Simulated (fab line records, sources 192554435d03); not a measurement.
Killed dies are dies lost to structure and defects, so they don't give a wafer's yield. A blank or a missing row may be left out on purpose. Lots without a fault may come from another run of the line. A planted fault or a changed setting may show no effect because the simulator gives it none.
One fault seen from 3 desks | flow n5_finfet | each desk has only its own numbers; what lay behind them comes last

THE DEFECT DESK
What the inspections along the route counted, lot by lot: means of the sampled wafers that have a number. A lot is out of limits, marked OUT, if its mean lies more than 4 standard deviations from the usual mean; the brackets give that distance.
Columns: A = raw_defect_count at N5_BEOL_M1_INSPECT_13, usual 386
lot  | first seen here | A
L893 | day 6 07:17     | 380
L894 | day 6 18:23     | 330
L896 | day 7 04:26     | 368
L898 | day 7 19:26     | 372
L897 | day 7 19:32     | 402
L904 | day 9 04:19     | 276
L908 | day 10 02:14    | 418
L911 | day 11 11:41    | 470
L912 | day 11 12:09    | 471
L913 | day 11 12:19    | 518
This desk's finding: nothing out of limits on any of the 10 lots.

THE METROLOGY DESK
What the gauges read, lot by lot, whatever tool the lot ran on: means of the sampled wafers that have a number. A lot is out of limits, marked OUT, if its mean lies more than 4 standard deviations from the usual mean; the brackets give that distance. Of its 12 readings 7 are shown: those that lie furthest out on some lot.
Columns: A = cd_nm at N5_BEOL_M1_CD_MEAS_18, usual 18.0 nm; B = V0_OVL at N5_BEOL_M1_OVL_MEAS_29, usual 0.5 nm; C = DIBL_N at N5_BEOL_M4_RC_MEAS_101, usual 36.0 mV/V; D = ION_N at N5_BEOL_M4_RC_MEAS_101, usual 675 uA/um; E = ION_P at N5_BEOL_M4_RC_MEAS_101, usual 464 uA/um; F = SS_N at N5_BEOL_M4_RC_MEAS_101, usual 71.5 mV/dec; G = SS_P at N5_BEOL_M4_RC_MEAS_101, usual 73.3 mV/dec
lot  | first seen here | A    | B    | C    | D   | E   | F    | G
L893 | day 6 07:46     | 18.1 | 1.1  | 36.8 | 666 | 460 | 71.4 | 73.3
L894 | day 6 19:03     | 18.0 | 1.5  | 34.9 | 675 | 460 | 71.4 | 72.7
L896 | day 7 05:04     | 18.2 | 0.4  | 33.9 | 677 | 464 | 70.9 | 73.2
L898 | day 7 19:59     | 17.6 | 0.5  | 35.8 | 668 | 454 | 71.4 | 73.9
L897 | day 7 20:08     | 17.8 | 0.2  | 37.4 | 676 | 467 | 71.5 | 73.3
L904 | day 9 04:57     | 18.6 | 0.4  | 35.9 | 684 | 472 | 71.1 | 73.2
L908 | day 10 02:41    | 18.1 | 1.3  | 35.4 | 671 | 464 | 71.5 | 73.0
L911 | day 11 12:11    | 18.0 | -0.5 | 35.9 | 689 | 467 | 71.2 | 73.0
L912 | day 11 12:38    | 17.7 | -0.5 | 36.9 | 692 | 474 | 71.6 | 73.1
L913 | day 11 12:47    | 17.7 | 0.6  | 33.4 | 670 | 467 | 71.1 | 73.1
This desk's finding: nothing out of limits on any of the 10 lots.

THE TOOL OWNER'S DESK: rie_diel-02
The tool's own readings at N5_BEOL_M1_ETCH_64 (etches SOC in N2/H2, target depth 75 nm, overetch 15 nm, time 112.5 s): means of the sampled wafers that have a number, for each lot that ran on this tool. A lot is out of limits, marked OUT, if its mean lies more than 4 standard deviations from the usual mean; the brackets give that distance.
Columns: A = bias_w at N5_BEOL_M1_ETCH_64, usual 150.0 W; B = drypump_motor_current_A at N5_BEOL_M1_ETCH_64, usual 5.8 A; C = oes_product_au at N5_BEOL_M1_ETCH_64, usual 0.59 a.u.; D = rf_fwd_power_W at N5_BEOL_M1_ETCH_64, usual 836.4 W; E = rf_vpp_V at N5_BEOL_M1_ETCH_64, usual 523.5 V; F = showerhead_plenum_p_Torr at N5_BEOL_M1_ETCH_64, usual 2.53 Torr; G = throttle_valve_pct at N5_BEOL_M1_ETCH_64, usual 17.88 %
lot  | first seen here | A     | B   | C    | D     | E     | F    | G
L893 | day 6 07:25     | 149.8 | 4.9 | 0.59 | 836.0 | 523.7 | 2.53 | 17.72
L894 | day 6 18:42     | 149.9 | 5.6 | 0.59 | 837.8 | 524.0 | 2.56 | 17.67
L896 | day 7 04:34     | 150.0 | 5.6 | 0.58 | 837.3 | 523.0 | 2.56 | 17.67
L897 | day 7 19:46     | 149.8 | 5.8 | 0.57 | 834.0 | 521.7 | 2.47 | 17.89
L904 | day 9 04:36     | 150.2 | 5.6 | 0.57 | 836.4 | 524.1 | 2.55 | 17.70
This desk's finding: nothing out of limits on any of the 5 lots.

PUT TOGETHER
The defect desk saw nothing out of limits.
The metrology desk saw nothing out of limits.
The tool owner's desk saw nothing out of limits.

WHAT THE SIMULATOR HAD PUT IN
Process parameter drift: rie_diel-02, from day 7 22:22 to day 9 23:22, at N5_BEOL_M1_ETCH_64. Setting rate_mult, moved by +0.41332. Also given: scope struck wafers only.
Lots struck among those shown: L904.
